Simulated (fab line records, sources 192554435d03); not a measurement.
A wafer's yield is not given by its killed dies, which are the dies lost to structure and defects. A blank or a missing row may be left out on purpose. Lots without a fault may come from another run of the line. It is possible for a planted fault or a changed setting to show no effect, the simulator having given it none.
Matching of chambers | flow n5-finfet | N5_HKMG_FIN_STRIP_57 on rie-diel-03 has 4 sister chambers
The step strips in CF4. 24 wafers are shown with their chamber, then 12 later ones without.

## EACH WAFER AND ITS CHAMBER
wafer  | chamber | drypump-motor-current-A (A) | showerhead-plenum-p-Torr (Torr) | throttle-valve-pct (%)
L075.1 | 0       | 5.1                         | 1.78                            | 13.85
L075.5 | 2       | 5.5                         | 1.88                            | 13.83
L075.6 | 1       | 6.4                         | 1.77                            | 13.63
L080.1 | 2       | 5.5                         | 1.87                            | 13.84
L080.3 | 0       | 5.1                         | 1.77                            | 13.92
L080.5 | 3       | 5.9                         | 1.74                            | 13.76
L083.2 | 2       | 5.4                         | 1.87                            | 13.85
L083.5 | 2       | 5.4                         | 1.87                            | 13.87
L083.6 | 1       | 6.3                         | 1.77                            | 13.68
L084.1 | 2       | 5.5                         | 1.87                            | 13.86
L084.4 | 3       | 5.9                         | 1.73                            | 13.76
L084.5 | 3       | 5.9                         | 1.74                            | 13.76
L085.1 | 3       | 5.9                         | 1.73                            | 13.77
L085.4 | 2       | 5.5                         | 1.87                            | 13.88
L085.6 | 3       | 5.9                         | 1.73                            | 13.78
L088.1 | 0       | 5.1                         | 1.77                            | 13.96
L088.2 | 2       | 5.5                         | 1.87                            | 13.87
L088.6 | 2       | 5.5                         | 1.87                            | 13.88
L091.1 | 2       | 5.4                         | 1.86                            | 13.92
L091.4 | 1       | 6.3                         | 1.77                            | 13.15
L091.6 | 2       | 5.5                         | 1.86                            | 13.90
L093.1 | 1       | 6.3                         | 1.76                            | 13.13
L093.2 | 0       | 5.1                         | 1.77                            | 13.36
L093.3 | 3       | 5.9                         | 1.73                            | 13.83

SIGNATURES (averages over the wafers above)
reading                  | chamber 0 | chamber 1 | chamber 2 | chamber 3 | scatter within a chamber
drypump-motor-current-A  | 5.100     | 6.325     | 5.470     | 5.900     | 0.0377
showerhead-plenum-p-Torr | 1.7725    | 1.7675    | 1.8690    | 1.7333    | 0.00535
throttle-valve-pct       | 13.7725   | 13.3975   | 13.8700   | 13.7767   | 0.16
Rule: distance of a wafer from a chamber = root of the sum over the readings of ((wafer's reading minus chamber's mean) / reading's scatter) squared. The wafer belongs to the nearest chamber; if the next one is less than 2 further off, it can't be placed. The scatter: take each reading less its chamber's mean, square it, sum over the shown wafers, divide by the number of wafers less the number of chambers, and take the root.

## WAFERS WITH NO CHAMBER GIVEN
wafer  | drypump-motor-current-A (A) | showerhead-plenum-p-Torr (Torr) | throttle-valve-pct (%)
L093.4 | 5.4                         | 1.86                            | 13.92
L093.5 | 5.9                         | 1.73                            | 13.81
L093.6 | 5.4                         | 1.86                            | 13.92
L095.2 | 5.9                         | 1.73                            | 13.85
L095.3 | 6.3                         | 1.76                            | 13.15
L095.6 | 5.1                         | 1.77                            | 13.37
L097.1 | 6.3                         | 1.76                            | 13.16
L097.2 | 5.5                         | 1.86                            | 13.94
L097.3 | 5.9                         | 1.73                            | 13.83
L097.4 | 5.1                         | 1.77                            | 13.37
L097.5 | 5.1                         | 1.77                            | 13.38
L097.6 | 6.3                         | 1.76                            | 13.16

## WHICH CHAMBER EACH WENT THROUGH
wafer  | from the rows above | in truth
L093.4 | 2                   | 2
L093.5 | 3                   | 3
L093.6 | 2                   | 2
L095.2 | 3                   | 3
L095.3 | 1                   | 1
L095.6 | 0                   | 0
L097.1 | 1                   | 1
L097.2 | 2                   | 2
L097.3 | 3                   | 3
L097.4 | 0                   | 0
L097.5 | 0                   | 0
L097.6 | 1                   | 1
Correctly placed: 12 of 12. Can't be placed from these rows: 0. Wrongly placed: 0.
